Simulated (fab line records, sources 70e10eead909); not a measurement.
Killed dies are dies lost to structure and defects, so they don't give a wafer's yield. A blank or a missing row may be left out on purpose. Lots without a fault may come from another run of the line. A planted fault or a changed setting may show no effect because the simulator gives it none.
Which tool did it? | flow nand_harc | 15 lots, 42 wafers sampled, at 6 steps of a route of 1159

WHAT THE GAUGES READ, wafer by wafer
NHARC_A_SOURCE_PLATE_THK_MEAS_06: measures by ellipsometry.
lot  | measured     | on            | thk_nm (nm)
L120 | day 7 19:13  | film_metro-01 | 195.4 194.6 195.6
L121 | day 7 19:13  | film_metro-01 | 200.5 200.7 201.1
L122 | day 7 19:13  | film_metro-02 | 198.1 199.6 198.3
L123 | day 8 09:46  | film_metro-01 | 200.8 199.3 201.8
L124 | day 8 09:45  | film_metro-01 | 201.4 198.7 203.1
L125 | day 8 09:45  | film_metro-02 | 200.7 200.9 199.6
L127 | day 9 06:14  | film_metro-02 | 198.6 195.7 196.4
L128 | day 9 06:14  | film_metro-01 | 196.8 197.4 195.2
L129 | day 9 20:37  | film_metro-01 | 199.9 201.1 201.4
L130 | day 9 20:37  | film_metro-01 | 197.3 200.7 199.0
L133 | day 10 17:04 | film_metro-01 | 198.8 198.5 201.1
L135 | day 11 11:59 | film_metro-01 | 194.6 196.5
L136 | day 11 17:46 | film_metro-02 | 200.6 200.1
L138 | day 12 01:33 | film_metro-02 | 201.1 200.2
L142 | day 13 04:28 | film_metro-01 | 202.9 201.2 202.7

NHARC_A_ONON_D1_THK_MEAS_08: measures by ellipsometry.
lot  | measured     | on            | thk_nm (nm)
L120 | day 7 21:07  | film_metro-01 | 1004 1003 1004
L121 | day 7 21:20  | film_metro-02 | 1004 1005 1004
L122 | day 7 20:59  | film_metro-02 | 1014 1013 1013
L123 | day 8 11:36  | film_metro-01 | 991 990 990
L124 | day 8 11:31  | film_metro-02 | 985 987 987
L125 | day 8 11:35  | film_metro-02 | 989 989 989
L127 | day 9 08:01  | film_metro-02 | 983 981 982
L128 | day 9 08:01  | film_metro-01 | 1008 1006 1007
L129 | day 9 22:25  | film_metro-01 | 991 989 990
L130 | day 9 22:23  | film_metro-01 | 1006 1004 1006
L133 | day 10 18:59 | film_metro-01 | 1010 1010 1010
L135 | day 11 13:47 | film_metro-01 | 1001 1003
L136 | day 11 19:33 | film_metro-01 | 1018 1019
L138 | day 12 03:19 | film_metro-02 | 985 985
L142 | day 13 06:25 | film_metro-02 | 995 993 992

NHARC_A_ONON_D1_THK_MEAS_30: measures by ellipsometry.
lot  | measured     | on            | thk_nm (nm)
L120 | day 8 07:32  | film_metro-02 | 981 982 981
L121 | day 8 07:32  | film_metro-01 | 980 980 980
L122 | day 8 07:31  | film_metro-02 | 1006 1007 1007
L123 | day 8 22:03  | film_metro-02 | 989 989 990
L124 | day 8 22:01  | film_metro-01 | 1014 1014 1015
L125 | day 8 22:00  | film_metro-02 | 993 994 995
L127 | day 9 16:33  | film_metro-01 | 1007 1007 1009
L128 | day 9 16:30  | film_metro-01 | 989 988 988
L129 | day 10 10:11 | film_metro-01 | 1004 1004 1002
L130 | day 10 10:10 | film_metro-01 | 991 990 992
L133 | day 11 09:13 | film_metro-02 | 992 995 996
L135 | day 12 00:22 | film_metro-01 | 1531 997
L136 | day 12 06:10 | film_metro-02 | 1550 1549
L138 | day 12 14:50 | film_metro-01 | 1553 1013
L142 | day 13 16:42 | film_metro-02 | 1008 1005 1005

NHARC_END_SORT_01.
lot  | measured     | on        | killed_at_array | killed_at_other | killed_at_periphery | killed_dies | killed_open | killed_short
L123 | day 20 15:47 | prober-01 | 24 20 23        | 1 0 1           | 3 2 3               | 28 22 27    | 3 2 2       | 2 1 1
L135 | day 22 13:18 | prober-02 | 676 13          | 0 0             | 1 4                 | 677 17      | 8 3         | 1 0
L136 | day 23 10:20 | prober-02 | 675 675         | 0 0             | 2 2                 | 677 677     | 5 7         | 0 0
L138 | day 24 05:09 | prober-01 | 670 27          | 1 0             | 6 7                 | 677 34      | 8 4         | 0 3

WHICH TOOL RAN EACH LOT (tool, then ch and the chambers of the sampled wafers, then the start)
lot  | NHARC_A_ZERO_WELL_RTA_16         | NHARC_A_ONON_D1_DEP_28
L120 | rtp_anneal-01 ch 0, day 6 21:33  | pecvd_onon-04 ch 0, day 8 07:01
L121 | rtp_anneal-02 ch 0, day 6 22:44  | pecvd_onon-02 ch 0, day 8 07:04
L122 | rtp_anneal-02 ch 0, day 7 00:19  | pecvd_onon-03 ch 0, day 8 07:01
L123 | rtp_anneal-02 ch 0, day 7 13:13  | pecvd_onon-04 ch 0, day 8 21:36
L124 | rtp_anneal-01 ch 0, day 7 13:59  | pecvd_onon-03 ch 0, day 8 21:38
L125 | rtp_anneal-02 ch 0, day 7 14:05  | pecvd_onon-02 ch 0, day 8 21:33
L127 | rtp_anneal-01 ch 0, day 8 08:55  | pecvd_onon-02 ch 0, day 9 16:06
L128 | rtp_anneal-01 ch 0, day 8 11:08  | pecvd_onon-03 ch 0, day 9 16:06
L129 | rtp_anneal-02 ch 0, day 8 23:20  | pecvd_onon-04 ch 0, day 10 09:44
L130 | rtp_anneal-01 ch 0, day 9 00:25  | pecvd_onon-03 ch 0, day 10 09:39
L133 | rtp_anneal-01 ch 0, day 9 17:20  | pecvd_onon-02 ch 0, day 11 08:46
L135 | rtp_anneal-02 ch 0, day 10 15:27 | pecvd_onon-03 ch 0, day 11 23:58
L136 | rtp_anneal-01 ch 0, day 10 20:39 | pecvd_onon-03 ch 0, day 12 05:38
L138 | rtp_anneal-02 ch 0, day 11 05:20 | pecvd_onon-03 ch 0, day 12 14:19
L142 | rtp_anneal-02 ch 0, day 12 09:58 | pecvd_onon-04 ch 0, day 13 16:19
- NHARC_A_ZERO_WELL_RTA_16: time 10 s.
- NHARC_A_ONON_D1_DEP_28: target thk 1000 nm.

WHAT THE TOOLS THEMSELVES READ (means of the sampled wafers that have a number; where no wafer has one, the mark that the record gives instead)
NHARC_A_ZERO_WELL_RTA_16.
lot  | tool          | lamp_power_pct (%) | lamp_zone_5_pct (%) | wafer_temp_C_max
L120 | rtp_anneal-01 | 27.8               | 27.8                | 1003.7
L121 | rtp_anneal-02 | 30.2               | 30.3                | 1003.2
L122 | rtp_anneal-02 | 30.2               | 30.2                | 1003.6
L123 | rtp_anneal-02 | 30.2               | 30.2                | 1004.2
L124 | rtp_anneal-01 | 27.8               | 27.8                | 1005.0
L125 | rtp_anneal-02 | 30.2               | 30.3                | 1003.8
L127 | rtp_anneal-01 | 27.9               | 27.9                | 1004.3
L128 | rtp_anneal-01 | 27.8               | 27.9                | 1003.6
L129 | rtp_anneal-02 | 30.3               | 30.2                | 1004.0
L130 | rtp_anneal-01 | 27.9               | 27.8                | 1003.6
L133 | rtp_anneal-01 | 27.8               | 27.8                | 1003.7
L135 | rtp_anneal-02 | 30.2               | 30.2                | 1003.2
L136 | rtp_anneal-01 | 27.9               | 27.9                | 1003.8
L138 | rtp_anneal-02 | 30.2               | 30.3                | 1003.7
L142 | rtp_anneal-02 | 30.2               | 30.2                | 1003.4

THE ANSWER, worked out from the rows above alone
Rule: what is usual is taken from the lots themselves. Put in order of their means at a reading, lots are off if they are a third of the lots or fewer, leave a main group of 4 or more, and stand apart from it by a gap of 3 or more times the standard deviation of the main group's means; of several such gaps the widest counts. A main group whose means are all the same, to the digits that the tables above print for the reading, isn't used. A lot without any number at a reading at which 4 lots or more have one is off too. The other lots that the step has rows for count as sound. The gauges are gone through in route order, then the tools' own readings, and for those a lot's mean is taken as printed above. The first step at which some lot is off is used, and at that step the reading that is off furthest; a lot without a number counts as furthest.
Off: L135, L136, L138, at NHARC_A_ONON_D1_THK_MEAS_30 (thk_nm). The main group: mean 996 nm, standard deviation 11.
A tool fits if, at a process step before that reading, it ran every lot that is off, and no sound lot after the first of them. The gauges at NHARC_A_ONON_D1_THK_MEAS_30 are tried like those tools. One fits: pecvd_onon-03 at NHARC_A_ONON_D1_DEP_28. Its last sound lot is L130 (day 10 09:39), its first lot that is off L135 (day 11 23:58): a fault that began between those two fits.

WHAT THE SIMULATOR HAD PUT IN
Process parameter drift: pecvd_onon-03, from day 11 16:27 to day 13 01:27, at NHARC_A_ONON_D1_DEP_28. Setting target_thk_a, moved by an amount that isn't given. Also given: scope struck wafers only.
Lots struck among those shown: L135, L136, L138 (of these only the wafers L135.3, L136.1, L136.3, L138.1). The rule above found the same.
